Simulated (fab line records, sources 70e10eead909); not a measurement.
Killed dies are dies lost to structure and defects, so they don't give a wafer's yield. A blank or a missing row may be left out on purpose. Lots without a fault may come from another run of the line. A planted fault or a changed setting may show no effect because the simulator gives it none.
Which tool did it? | flow nand_harc | 6 lots, 18 wafers sampled, at 5 steps of a route of 1302

WHAT THE GAUGES READ, wafer by wafer
NHARC_END_SORT_01.
lot  | measured     | on        | killed_at_array
L331 | day 24 20:31 | prober-02 | 47 47 51
L344 | day 30 00:23 | prober-02 | 52 39 48
L345 | day 31 01:29 | prober-02 | 51 50 60

WHICH TOOL RAN EACH LOT (tool, then ch and the chambers of the sampled wafers, then the start)
lot  | NHARC_A_CHANNEL_HOLE_D1_ETCH_23  | NHARC_A_CHANNEL_HOLE_D1_ETCH_26  | NHARC_A_CHANNEL_FILL_D1_ETCHBACK_20 | NHARC_A_CHANNEL_FILL_D1_ALD_25
L331 | har_etch-01 ch 0,1, day 9 01:57  | har_etch-01 ch 0,1, day 9 04:18  | rie_diel-11 ch 1,2,3, day 10 11:01  | ald_hk-01 ch 0,1,2, day 11 00:19
L332 | har_etch-01 ch 0,1, day 9 17:11  | har_etch-01 ch 0,1, day 9 19:29  | rie_diel-09 ch 0,2,3, day 11 01:20  | ald_hk-01 ch 0,1,3, day 11 14:53
L344 | har_etch-02 ch 0, day 14 13:31   | har_etch-02 ch 0, day 14 18:12   | rie_diel-11 ch 0,1,2, day 15 18:05  | ald_hk-02 ch 0,1,3, day 16 06:08
L345 | har_etch-01 ch 0,1, day 15 05:36 | har_etch-01 ch 0,1, day 15 07:50 | rie_diel-11 ch 0,1,3, day 16 10:02  | ald_hk-03 ch 1,2,3, day 16 22:38
L349 | har_etch-02 ch 0,1, day 16 15:43 | har_etch-02 ch 0,1, day 16 18:04 | rie_diel-11 ch 0,2,3, day 17 22:13  | ald_hk-03 ch 0,1,3, day 18 10:01
L351 | har_etch-02 ch 0,1, day 17 17:03 | har_etch-02 ch 0,1, day 17 19:24 | rie_diel-11 ch 1,2, day 18 21:46    | ald_hk-03 ch 0,1, day 19 10:34
- NHARC_A_CHANNEL_HOLE_D1_ETCH_23: etches the open film in C4F8/O2/Ar, time 819 s, target depth 1600 nm.
- NHARC_A_CHANNEL_HOLE_D1_ETCH_26: etches the open film in C4F8/O2/Ar, time 224.1 s, target depth 300 nm.
- NHARC_A_CHANNEL_FILL_D1_ETCHBACK_20: etches the open film in C4F8/O2/Ar, target depth 27 nm, time 13.5 s.
- NHARC_A_CHANNEL_FILL_D1_ALD_25: deposits SiOx, target thk 60 nm, pulse time 10 s, ald cycles 600.

THE ANSWER, worked out from the rows above alone
Rule: what is usual is taken from the lots themselves. Put in order of their means at a reading, lots are off if they are a third of the lots or fewer, leave a main group of 4 or more, and stand apart from it by a gap of 3 or more times the standard deviation of the main group's means; of several such gaps the widest counts. A main group whose means are all the same, to the digits that the tables above print for the reading, isn't used. A lot without any number at a reading at which 4 lots or more have one is off too. The other lots that the step has rows for count as sound.
No lot is off at any reading shown: from this, nothing can be told.

WHAT THE SIMULATOR HAD PUT IN
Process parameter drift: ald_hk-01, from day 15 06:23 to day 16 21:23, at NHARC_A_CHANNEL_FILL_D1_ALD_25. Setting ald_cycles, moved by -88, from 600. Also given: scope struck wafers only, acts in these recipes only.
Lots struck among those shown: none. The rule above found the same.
